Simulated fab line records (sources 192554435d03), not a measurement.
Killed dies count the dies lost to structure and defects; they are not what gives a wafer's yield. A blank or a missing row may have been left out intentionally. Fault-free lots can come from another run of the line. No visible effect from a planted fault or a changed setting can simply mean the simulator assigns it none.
Split-lot experiment + flow n5_finfet + on a route of 1938 steps: 7 lots, 21 wafers read

== SPLIT DETAILS ==
At N5_BEOL_M1_EXPOSE_25 (exposes mask V0, defocus 5 nm, target cd 24 nm), the setting dose_mj was moved away from the recipe's 63 on 6 of the 21 wafers read, by -3.0% to +5.5%. All remaining wafers had this setting at the recipe value.

== FROM THE SPLIT TO THE READING: what the file shows between them, 8 steps ==
- N5_BEOL_M1_DESCUM_33: chemistry O2, time 7 s (also split here: time_s)
- N5_BEOL_M1_ETCH_77: etches underlayer in N2/H2, target depth 6.5 nm, time 5.2 s
- N5_BEOL_M1_ETCH_69: etches SiARC in CF4, target depth 15.6 nm, time 26 s
- N5_BEOL_M1_ALD_98: deposits SiO2, target thk 2.5 nm, pulse time 1 s, co reactant pulse time 1 s
- N5_BEOL_M1_ETCHBACK_99: etches SiO2 in CHF3, target depth 5 nm, time 10.4 s
- N5_BEOL_M1_ETCH_70: etches SOC in N2/H2, target depth 80 nm, overetch 16 nm, time 120 s
- N5_BEOL_M1_STRIP_71: strips in N2/H2
- N5_BEOL_M1_STRIP_78: strips in N2/H2

== THE READING ==
BEOL_M1.cd_nm (the simulator's own value, which no gauge read), in nm, at N5_BEOL_M1_VIA_ETCH_34 (etches the open film in C4F6/O2, target depth 67.8 nm, time 64.4 s). The file gives no usual value for it. Average 18.0 nm, standard deviation 0.29 nm, over the 15 wafers here run with the recipe.

| wafer  | tool, chamber at the split | dose_mj as run | against the recipe | BEOL_M1.cd_nm, nm | against lot-mates on the recipe |
|--------|----------------------------|----------------|--------------------|-------------------|---------------------------------|
| L078.1 | euv_scanner-01, 0          | 63             | recipe             | 17.8              | -                               |
| L078.6 | euv_scanner-01, 0          | 63             | recipe             | 17.8              | -                               |
| L078.2 | euv_scanner-01, 0          | 61.1           | -3.0%              | 17                | -0.8                            |
| L079.3 | euv_scanner-02, 0          | 63             | recipe             | 18                | -                               |
| L079.4 | euv_scanner-02, 0          | 63             | recipe             | 18.2              | -                               |
| L079.5 | euv_scanner-02, 0          | 65.65          | +4.2%              | 18.8              | +0.7                            |
| L087.3 | euv_scanner-01, 0          | 63             | recipe             | 17.8              | -                               |
| L087.4 | euv_scanner-01, 0          | 63             | recipe             | 17.8              | -                               |
| L087.6 | euv_scanner-01, 0          | 63             | recipe             | 17.6              | -                               |
| L088.4 | euv_scanner-02, 0          | 63             | recipe             | 18.4              | -                               |
| L088.5 | euv_scanner-02, 0          | 63             | recipe             | 18.2              | -                               |
| L088.6 | euv_scanner-02, 0          | 64.74          | +2.8%              | 18.8              | +0.5                            |
| L091.1 | euv_scanner-01, 0          | 66.2           | +5.1%              | 19.2              | +1.0                            |
| L091.3 | euv_scanner-01, 0          | 63             | recipe             | 18.4              | -                               |
| L091.4 | euv_scanner-01, 0          | 63             | recipe             | 18                | -                               |
| L093.1 | euv_scanner-01, 0          | 63             | recipe             | 18.6              | -                               |
| L093.3 | euv_scanner-01, 0          | 63             | recipe             | 18                | -                               |
| L093.4 | euv_scanner-01, 0          | 64.45          | +2.3%              | 18.6              | +0.3                            |
| L097.2 | euv_scanner-01, 0          | 63             | recipe             | 18.2              | -                               |
| L097.4 | euv_scanner-01, 0          | 63             | recipe             | 17.6              | -                               |
| L097.5 | euv_scanner-01, 0          | 66.44          | +5.5%              | 19.2              | +1.3                            |

THE FIT
A straight line over all 21 wafers: BEOL_M1.cd_nm changes by +0.237 nm for each +1% of dose_mj; r = +0.87; the points scatter about the line by 0.27 nm.
The same after taking each lot's own level away (the mean of its wafers on the recipe; 21 wafers): +0.21 nm for each +1%; r = +0.92; scatter 0.18 nm.
The reading moves by 1.1 nm for the largest change in dose_mj, on that fit.
The lots' own levels span 17.73 to 18.30 nm, that is 1.9 times the standard deviation above.
Thus the slope moves with the lot-to-lot level: the two fits are different.
Check: for one of the wafers moved furthest among these (+5.5%), held out of the fit, the line's prediction against its lot-mates is +1.04 nm. Against them it came out at +1.3 nm.

== OTHER SPLITS ON THESE WAFERS ==
Before the reading, these wafers also passed through other splits. Each is held against what the fit with the lots' levels taken away leaves over:
| other split on the same wafers               | wafers away from the commonest value | r with BEOL_M1.cd_nm (lot level and that fit taken away) |
|----------------------------------------------|--------------------------------------|----------------------------------------------------------|
| N5_HKMG_FIN_ETCH_31 bias_w                   | 7                                    | +0.12                                                    |
| N5_MOL_CONTACT_COAG_CONTACT_ETCH_14 source_w | 4                                    | +0.21                                                    |
| N5_MOL_CONTACT_COAG_ETCHBACK_135 time_s      | 7                                    | +0.07                                                    |
| N5_MOL_CONTACT_COAG_VIA_ETCH_46 bias_w       | 6                                    | -0.22                                                    |
| N5_BEOL_M0_SAQP_COAT_105 spin_rpm            | 9                                    | +0.03                                                    |
| N5_BEOL_M0_DEP_125 time_s                    | 8                                    | -0.05                                                    |
| N5_BEOL_M1_ILD_DEP_00 time_s                 | 6                                    | +0.15                                                    |
| N5_BEOL_M1_DESCUM_33 time_s                  | 10                                   | +0.42                                                    |

== THE FILE'S OWN FIT ==
BEOL_M1.cd_nm changes by +0.206 nm for each +1% of dose_mj, r = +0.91.
